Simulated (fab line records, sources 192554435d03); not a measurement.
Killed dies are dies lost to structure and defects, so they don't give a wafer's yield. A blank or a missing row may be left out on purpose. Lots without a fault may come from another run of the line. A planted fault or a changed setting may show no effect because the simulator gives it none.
Problem report in the 8D (eight disciplines) form, filled by code | flow n5_finfet | the parts of the form that need people (team, actions taken, sign-off) are left out

1. THE PROBLEM
rf_fwd_power_W at N5_MOL_CONTACT_COAG_ETCH_67 reads a mean of 1035.2 W on 2 wafers of 2 lots; wafers without a fault read 835.0 W with a standard deviation of 2.9. That is +69 standard deviations from the usual mean.
The step: etches SOC in N2/H2, target depth 60 nm, overetch 21 nm, time 101.2 s.
First seen on wafer L684.6, day 7 14:52, on rie_diel-06. The record holds 27 wafers of 9 lots with a number at this step. Rule for "out", or "out of limits": more than 4 standard deviations from the usual mean. The other wafers with a number count as sound.

2. WHAT IT IS AND WHAT IT IS NOT
question                    | is                       | is not
which readings at this step | rf_fwd_power_W, rf_vpp_V | oes_product_au, showerhead_plenum_p_Torr, throttle_valve_pct
which lots                  | L684, L685               | L677, L682, L690, L694, L695, L696, L697
which wafers of those lots  | L684.6, L685.2           | L684.1, L684.5, L685.4, L685.5
read on which tools         | rie_diel-06              | rie_diel-03, rie_diel-04
when                        | from day 7 14:52         | up to then (8 sound wafers); but 17 sound wafers of L685, L690, L694, L695, L696, L697 came after

3. SUSPECTS, AND WHAT RULES EACH OUT
Counting: a tool at a process step up to the reading stays a suspect if it ran every lot that is out. Sound lots after the first of them don't rule it out here, since some wafers of a struck lot are sound.
- rie_diel-06 at N5_MOL_CONTACT_COAG_ETCH_67 (etches SOC in N2/H2, target depth 60 nm, overetch 21 nm, time 101.2 s): kept. It ran every lot that is out, first L684 (day 7 14:52); its last sound lot up to then is L682 (day 7 09:26). Its own readings are out on those wafers: rf_fwd_power_W, rf_vpp_V.
- Within rie_diel-06 at N5_MOL_CONTACT_COAG_ETCH_67: the wafers that are out ran in chamber 3; their sound lot-mates ran in chambers 1, 2.
Left after counting: rie_diel-06 at N5_MOL_CONTACT_COAG_ETCH_67.

4. THE CAUSE (what the simulator had put in)
Process parameter drift: rie_diel-06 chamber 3, from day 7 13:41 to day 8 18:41, at N5_MOL_CONTACT_COAG_ETCH_67. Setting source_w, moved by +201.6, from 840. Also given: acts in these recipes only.
Counting left only this tool.

5. THE CHAIN OF EFFECTS, in route order
Each row: a reading whose mean over the struck wafers that have a number lies more than 3 standard deviations from the usual. Only readings for which the record gives a usual standard deviation are gone through. hours: the time from each lot's start at the first step in this table that gives one to its start at this step, as a median over the lots. sigmas: the change in usual standard deviations.
hours | step                        | reading        | usual   | on struck wafers | change | sigmas
0     | N5_MOL_CONTACT_COAG_ETCH_67 | rf_fwd_power_W | 835.0 W | 1035.2           | +200.2 | +69
0     | N5_MOL_CONTACT_COAG_ETCH_67 | rf_vpp_V       | 524.6 V | 490.3            | -34.3  | -14
The process steps in it:
- N5_MOL_CONTACT_COAG_ETCH_67: etches SOC in N2/H2, target depth 60 nm, overetch 21 nm, time 101.2 s.
Later measuring or inspecting steps at which every struck wafer that the step has a row for has a number for every such reading, and none has moved that far: N5_MOL_CONTACT_COAG_THK_MEAS_53, N5_BEOL_M4_RC_MEAS_101.

6. WHAT WOULD HAVE CAUGHT IT SOONER
In this record the first reading out of limits was taken at day 7 14:52, 1 hour after the fault began at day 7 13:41.
